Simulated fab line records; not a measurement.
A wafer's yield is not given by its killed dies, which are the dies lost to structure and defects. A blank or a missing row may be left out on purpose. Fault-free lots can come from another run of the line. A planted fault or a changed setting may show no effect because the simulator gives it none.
Chamber matching -- flow nand-harc -- NHARC_A_CHANNEL_HOLE_D1_ETCH_44 on rie-diel-10: 4 sister chambers
The step etches the open film in CF4/O2, target depth 140 nm, overetch 14 nm, time 77 s. 48 wafers are shown with their chamber, then 12 later ones without.

EACH WAFER AND ITS CHAMBER
wafer,chamber,drypump-motor-current-A (A),rf-vpp-V (V),oes-product-au (a.u.)
L074.1,0,5.6,196.1,0.990
L074.3,3,5.6,195.9,1.007
L074.5,0,5.7,195.2,0.997
L075.1,2,5.8,199.6,0.993
L075.3,1,5.3,200.2,1.005
L075.4,1,5.3,199.7,1.010
L076.1,2,5.8,198.8,1.007
L076.4,3,5.6,196.0,1.011
L076.6,2,5.8,198.3,1.004
L077.3,1,5.3,198.9,1.003
L077.5,0,5.7,198.7,0.997
L077.6,3,5.6,195.2,1.003
L078.3,3,5.7,195.8,0.989
L078.4,2,5.8,197.8,0.998
L078.6,1,5.3,200.1,0.997
L079.1,1,5.3,199.1,1.016
L079.4,2,5.8,197.7,1.000
L079.5,3,5.6,194.5,1.007
L081.3,3,5.6,196.9,1.011
L081.4,1,5.3,199.8,0.996
L081.5,0,5.6,197.7,0.979
L083.1,3,5.6,195.3,1.013
L083.2,2,5.8,199.2,0.981
L083.3,1,5.3,200.7,1.000
L082.3,1,5.3,198.9,1.003
L082.5,2,5.8,195.6,0.983
L082.6,1,5.3,199.1,1.005
L084.2,2,5.8,198.4,1.000
L084.3,0,5.7,197.9,0.994
L084.6,0,5.6,198.1,0.998
L085.4,0,5.7,197.5,0.992
L085.5,3,5.6,193.4,1.020
L085.6,0,5.6,196.9,0.984
L089.3,2,5.7,198.1,0.999
L089.4,1,5.3,199.5,1.011
L089.5,1,5.3,199.0,1.000
L091.1,3,5.6,195.0,1.011
L091.4,3,5.6,196.4,1.009
L091.6,2,5.8,198.7,0.997
L090.2,2,5.8,198.3,0.992
L090.3,3,5.6,194.8,1.024
L090.6,1,5.3,200.3,1.010
L092.3,0,5.7,195.1,0.994
L092.4,3,5.6,195.4,1.015
L092.5,2,5.8,197.9,1.004
L093.2,0,5.7,197.5,0.981
L093.3,3,5.7,196.4,1.022
L093.4,1,5.3,200.9,1.007

SIGNATURES (means of the wafers above)
reading,chamber 0,chamber 1,chamber 2,chamber 3,scatter within a chamber
drypump-motor-current-A,5.660,5.300,5.792,5.615,0.0337
rf-vpp-V,197.070,199.708,198.200,195.462,0.96
oes-product-au,0.99060,1.00485,0.99650,1.01092,0.00759
Rule: distance of a wafer from a chamber = root of the sum over the readings of ((wafer's reading minus chamber's mean) / reading's scatter) squared. The wafer belongs to the nearest chamber; if the next one is less than 2 further off, it can't be placed. The scatter: take each reading less its chamber's mean, square it, sum over the shown wafers, divide by the number of wafers less the number of chambers, and take the root.

WAFERS MISSING THEIR CHAMBER
wafer,drypump-motor-current-A (A),rf-vpp-V (V),oes-product-au (a.u.)
L094.4,5.3,198.6,1.003
L094.5,5.3,198.7,1.002
L094.6,5.6,197.5,0.988
L095.2,5.7,196.9,0.988
L095.4,5.3,199.7,1.007
L095.5,5.7,196.9,0.991
L096.1,5.7,196.3,0.995
L096.4,5.6,194.8,1.020
L096.5,5.6,198.6,0.993
L097.1,5.6,194.6,1.010
L097.3,5.8,197.9,0.996
L097.5,5.6,196.2,1.021

WHICH CHAMBER EACH WENT THROUGH
wafer,from the rows above,in truth
L094.4,1,1
L094.5,1,1
L094.6,can't be placed: 0 or 3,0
L095.2,can't be placed: 0 or 2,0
L095.4,1,1
L095.5,can't be placed: 0 or 2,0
L096.1,can't be placed: 0 or 2 or 3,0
L096.4,3,3
L096.5,can't be placed: 0 or 3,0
L097.1,3,3
L097.3,2,2
L097.5,3,3
Placed correctly: 7 of 12. Unplaceable from these rows: 5, with the true chamber sitting among the candidates in 5. Wrongly placed: 0.
